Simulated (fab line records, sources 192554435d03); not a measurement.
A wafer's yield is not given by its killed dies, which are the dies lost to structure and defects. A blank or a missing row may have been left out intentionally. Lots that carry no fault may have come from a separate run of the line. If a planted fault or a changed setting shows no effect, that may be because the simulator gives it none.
Tool commonality check :: flow n5-finfet :: Sampled: 11 lots, 29 wafers

## REASON FOR OPENING
On 1 of the 11 lots, a flag is raised at N5_BEOL_M9_OCD_MEAS_38 on the reading trench-depth-nm. Wafers without a fault read 150.8 nm, standard deviation 2.3.
Rule: a lot gets a flag if all its wafers with a number sit over 4 standard deviations from that mean, or if no wafer of it has a number. All remaining lots are regarded as sound.

lot: L228
measured: day 10 02:47
on: ocd-02
trench-depth-nm (nm), wafer by wafer: 150.8 149.7 148.5
flag: 

lot: L232
measured: day 10 12:22
on: ocd-02
trench-depth-nm (nm), wafer by wafer: 150.4 148.6 151.0
flag: 

lot: L230
measured: day 10 22:03
on: ocd-01
trench-depth-nm (nm), wafer by wafer: 152.2 149.8 153.0
flag: 

lot: L236
measured: day 11 15:19
on: ocd-01
trench-depth-nm (nm), wafer by wafer: 155.4 151.9
flag: 

lot: L237
measured: day 11 19:56
on: ocd-02
trench-depth-nm (nm), wafer by wafer: 150.4 148.6 150.0
flag: 

lot: L239
measured: day 12 15:55
on: ocd-01
trench-depth-nm (nm), wafer by wafer: 148.2 150.1 149.0
flag: 

lot: L240
measured: day 13 05:32
on: ocd-02
trench-depth-nm (nm), wafer by wafer: 153.6 153.5 153.9
flag: 

lot: L243
measured: day 13 09:06
on: ocd-01
trench-depth-nm (nm), wafer by wafer: 153.5 150.2 154.7
flag: 

lot: L249
measured: day 14 22:13
on: ocd-02
trench-depth-nm (nm), wafer by wafer: 123.6
flag: FLAGGED

lot: L250
measured: day 15 01:10
on: ocd-01
trench-depth-nm (nm), wafer by wafer: 147.9 150.7
flag: 

lot: L251
measured: day 15 08:37
on: ocd-02
trench-depth-nm (nm), wafer by wafer: 150.5 153.0 151.1
flag: 
Average over the flagged lots: 123.6 nm; offset from the usual -27.2 nm, equal to -12 standard deviations.

## EACH LOT AND THE TOOL IT RAN ON
2 process steps preceding the reading are held in the record, out of 1938 steps in the route. Each cell gives the tool, then ch followed by the chambers the sampled wafers passed through, then the start.
lot: L228
flag: 
N5_BEOL_M9_VIA_ETCH_34: rie-diel-06 ch 1,2,3, day 10 02:31
N5_BEOL_M9_TRENCH_ETCH_37: rie-diel-06 ch 1,2,3, day 10 02:37

lot: L232
flag: 
N5_BEOL_M9_VIA_ETCH_34: rie-diel-04 ch 0,1,2, day 10 12:06
N5_BEOL_M9_TRENCH_ETCH_37: rie-diel-04 ch 0,1,2, day 10 12:12

lot: L230
flag: 
N5_BEOL_M9_VIA_ETCH_34: rie-diel-04 ch 0,1,2, day 10 21:47
N5_BEOL_M9_TRENCH_ETCH_37: rie-diel-04 ch 0,1,2, day 10 21:53

lot: L236
flag: 
N5_BEOL_M9_VIA_ETCH_34: rie-diel-02 ch 0,1, day 11 15:02
N5_BEOL_M9_TRENCH_ETCH_37: rie-diel-02 ch 0,1, day 11 15:08

lot: L237
flag: 
N5_BEOL_M9_VIA_ETCH_34: rie-diel-06 ch 1,2, day 11 19:39
N5_BEOL_M9_TRENCH_ETCH_37: rie-diel-06 ch 1,2, day 11 19:45

lot: L239
flag: 
N5_BEOL_M9_VIA_ETCH_34: rie-diel-06 ch 1,2,3, day 12 15:39
N5_BEOL_M9_TRENCH_ETCH_37: rie-diel-06 ch 1,2,3, day 12 15:45

lot: L240
flag: 
N5_BEOL_M9_VIA_ETCH_34: rie-diel-02 ch 0,1,3, day 13 05:16
N5_BEOL_M9_TRENCH_ETCH_37: rie-diel-02 ch 0,1,3, day 13 05:22

lot: L243
flag: 
N5_BEOL_M9_VIA_ETCH_34: rie-diel-04 ch 1,3, day 13 08:49
N5_BEOL_M9_TRENCH_ETCH_37: rie-diel-04 ch 1,3, day 13 08:55

lot: L249
flag: FLAGGED
N5_BEOL_M9_VIA_ETCH_34: rie-diel-04 ch 0, day 14 21:56
N5_BEOL_M9_TRENCH_ETCH_37: rie-diel-04 ch 0, day 14 22:03

lot: L250
flag: 
N5_BEOL_M9_VIA_ETCH_34: rie-diel-02 ch 2,3, day 15 00:53
N5_BEOL_M9_TRENCH_ETCH_37: rie-diel-02 ch 2,3, day 15 00:59

lot: L251
flag: 
N5_BEOL_M9_VIA_ETCH_34: rie-diel-02 ch 1,3, day 15 08:20
N5_BEOL_M9_TRENCH_ETCH_37: rie-diel-02 ch 1,3, day 15 08:26
What is done by these steps:
- N5_BEOL_M9_VIA_ETCH_34: etches SiCOH lowk in C4F6/O2, target depth 182.4 nm, time 68.4 s.
- N5_BEOL_M9_TRENCH_ETCH_37: etches SiCOH lowk in C4F6/O2, target depth 151.43 nm, time 49 s.
- N5_BEOL_M9_OCD_MEAS_38

## FLAGGED AGAINST TOTAL, ONE TOOL AT A TIME (gauges that did the reading follow at the end)
step: N5_BEOL_M9_VIA_ETCH_34
tool: rie-diel-02
lots run: 4
flagged: 0
share of the flagged lots: none
sound lots run after its first flagged lot: -

step: N5_BEOL_M9_VIA_ETCH_34
tool: rie-diel-04
lots run: 4
flagged: 1
share of the flagged lots: all
sound lots run after its first flagged lot: 0

step: N5_BEOL_M9_VIA_ETCH_34
tool: rie-diel-06
lots run: 3
flagged: 0
share of the flagged lots: none
sound lots run after its first flagged lot: -

step: N5_BEOL_M9_TRENCH_ETCH_37
tool: rie-diel-02
lots run: 4
flagged: 0
share of the flagged lots: none
sound lots run after its first flagged lot: -

step: N5_BEOL_M9_TRENCH_ETCH_37
tool: rie-diel-04
lots run: 4
flagged: 1
share of the flagged lots: all
sound lots run after its first flagged lot: 0

step: N5_BEOL_M9_TRENCH_ETCH_37
tool: rie-diel-06
lots run: 3
flagged: 0
share of the flagged lots: none
sound lots run after its first flagged lot: -

step: N5_BEOL_M9_OCD_MEAS_38
tool: ocd-01
lots run: 5
flagged: 0
share of the flagged lots: none
sound lots run after its first flagged lot: -

step: N5_BEOL_M9_OCD_MEAS_38
tool: ocd-02
lots run: 6
flagged: 1
share of the flagged lots: all
sound lots run after its first flagged lot: 1 (L251)

## THE TABLE: WHAT IT ALLOWS
In the table, 3 rows ran each flagged lot (rie-diel-04 at N5_BEOL_M9_VIA_ETCH_34; rie-diel-04 at N5_BEOL_M9_TRENCH_ETCH_37; ocd-02 at N5_BEOL_M9_OCD_MEAS_38).
- rie-diel-04 at N5_BEOL_M9_VIA_ETCH_34 ran 4 lots, 1 of them flagged. Its last sound lot is L243 (day 13 08:49), its first flagged lot L249 (day 14 21:56): a fault that began between those two fits.
- rie-diel-04 at N5_BEOL_M9_TRENCH_ETCH_37 ran 4 lots, 1 of them flagged. Its last sound lot is L243 (day 13 08:55), its first flagged lot L249 (day 14 22:03): a fault that began between those two fits. Its own readings (bias-w, rf-vpp-V) fall more than 4 standard deviations out on all wafers of the flagged lots.
- ocd-02 at N5_BEOL_M9_OCD_MEAS_38 ran 6 lots, 1 of them flagged. After the first flagged lot (L251), sound lots still ran on it; a lasting fault on the whole tool would not permit that.
Left over: one tool, rie-diel-04 at N5_BEOL_M9_VIA_ETCH_34 and N5_BEOL_M9_TRENCH_ETCH_37.

## WHAT THE SIMULATOR HAD PUT IN
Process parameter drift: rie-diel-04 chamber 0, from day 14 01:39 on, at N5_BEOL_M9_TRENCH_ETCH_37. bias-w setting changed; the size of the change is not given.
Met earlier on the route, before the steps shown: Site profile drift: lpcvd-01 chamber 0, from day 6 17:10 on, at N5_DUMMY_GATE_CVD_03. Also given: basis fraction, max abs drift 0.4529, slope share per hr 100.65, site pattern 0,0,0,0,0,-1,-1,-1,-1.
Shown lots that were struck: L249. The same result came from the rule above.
